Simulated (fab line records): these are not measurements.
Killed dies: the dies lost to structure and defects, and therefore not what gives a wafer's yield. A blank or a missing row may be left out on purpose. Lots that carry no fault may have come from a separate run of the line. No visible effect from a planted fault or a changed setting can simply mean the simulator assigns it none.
Struck lot and sound lot, side by side	flow nandHarc	18 out of 1159 route steps
Sound: these wafers, L879.3, L879.4, L879.5. The struck wafers were L884.2, L884.4, L884.6. Last of all comes the cause.
For every step that has rows: the tool of each side, followed by ch and its chambers, followed by its first start. Under that, the readings that differ: sound wafers	struck wafers	difference of the means	sigmas: that difference in standard deviations of wafers without a fault.
alike: a reading whose means differ by less than 2 such deviations, as well as words and numbers matching on both sides. not compared: withheld readings; readings where some wafer has no value; bounds like >300 that might hide an equal value; numbers whose values overlap and for which the record gives no deviation.
Wherever a step has rows on one side only, a row that says differs or no value, or a row with sigmas, the two part there. When numbers do not overlap yet have no deviation, they are printed without sigmas and do not part them. A reading that every wafer of one side lacks parts them only if that side has two wafers or more.

first, 9 steps without rows for these wafers: NHARC_THIN_TSV_PVD_24 (deposits Al, target thk 800 nm); NHARC_THIN_TSV_DEHYDRATE_25 (time 120 s); NHARC_THIN_TSV_HMDS_26 (time 30 s); NHARC_THIN_TSV_COAT_27; NHARC_THIN_TSV_SOFTBAKE_28 (time 95 s); NHARC_THIN_TSV_EBR_29; NHARC_THIN_TSV_EXPOSE_30 (exposes mask PAD); NHARC_THIN_TSV_PEB_31 (peb time 85 s); NHARC_THIN_TSV_DEVELOP_32 (time 70 s).
NHARC_THIN_TSV_CD_MEAS_33: the cd target is 5000 nm.
  sound on cdSem-01 ch 0, day 20 05:41; struck on cdSem-03 ch 0, day 21 15:02
reading	sound	struck	difference	sigmas
cdNm (nm)	4997.6 4997.9 4997.7	5000.9 5001.6 5003.1	+4.1	+2
then, 1 step without rows for these wafers: NHARC_THIN_TSV_HARDBAKE_34 (time 80 s).
NHARC_THIN_TSV_DESCUM_35: chemistry O2, time 3 s.
  sound on rieDiel-01 ch 2,3, day 20 05:52; struck on rieDiel-05 ch 0,1,3, day 21 15:11
  alike: drypumpMotorCurrentA, oesProductAu, rfVppV, showerheadPlenumPTorr, throttleValvePct
  not compared: rfHoursCounterH
NHARC_THIN_TSV_ETCH_59: etches the open film in Cl2/BCl3, target depth 880 nm, time 138.1 s.
  sound on rieMetal-02 ch 0,1, day 20 06:04; struck on rieMetal-01 ch 0,1, day 21 15:23
reading	sound	struck	difference	sigmas
oesProductAu (a.u.)	0.992 1.010 1.014	1.273 1.273 1.258	+0.263	+26
  alike: drypumpMotorCurrentA, mfcCl2Sccm, throttleValvePct
  not compared: rfHoursCounterH
NHARC_THIN_TSV_ETCH_36: etches the open film in Cl2/BCl3, target depth 65 nm, time 18.571 s.
  sound on rieMetal-02 ch 0,1, day 20 06:19; struck on rieMetal-01 ch 0, day 21 15:37
  alike: drypumpMotorCurrentA, oesProductAu
  not compared: rfHoursCounterH
NHARC_THIN_TSV_STRIP_56: strips in O2.
  sound on plasmaAsher-01 ch 0,1, day 20 06:31; struck on plasmaAsher-01 ch 0,1, day 21 15:42
reading	sound	struck	difference	sigmas
rfReflPowerW (W)	- - -	16 17 29	no value on the sound wafers	
  alike: drypumpMotorCurrentA, heaterPowerW
  not compared: rfHoursCounterH
then, 1 step without rows for these wafers: NHARC_THIN_TSV_STRIP_57 (strips in post etch residue remover, time 1200 s).
NHARC_THIN_TSV_CD_MEAS_37:
  sound: cdSem-03 at day 20 07:14; struck: cdSem-03 at day 21 16:31
reading	sound	struck	difference	sigmas
cdNm (nm)	4996 4999 5000	4987 4986 4993	-10	-3
then, 1 step without rows for these wafers: NHARC_THIN_TSV_ANNEAL_58 (time 1800 s).

WHERE THEY PART
First at NHARC_THIN_TSV_CD_MEAS_33; last, within this record, at NHARC_THIN_TSV_CD_MEAS_37.

WHY: what the simulator had put in
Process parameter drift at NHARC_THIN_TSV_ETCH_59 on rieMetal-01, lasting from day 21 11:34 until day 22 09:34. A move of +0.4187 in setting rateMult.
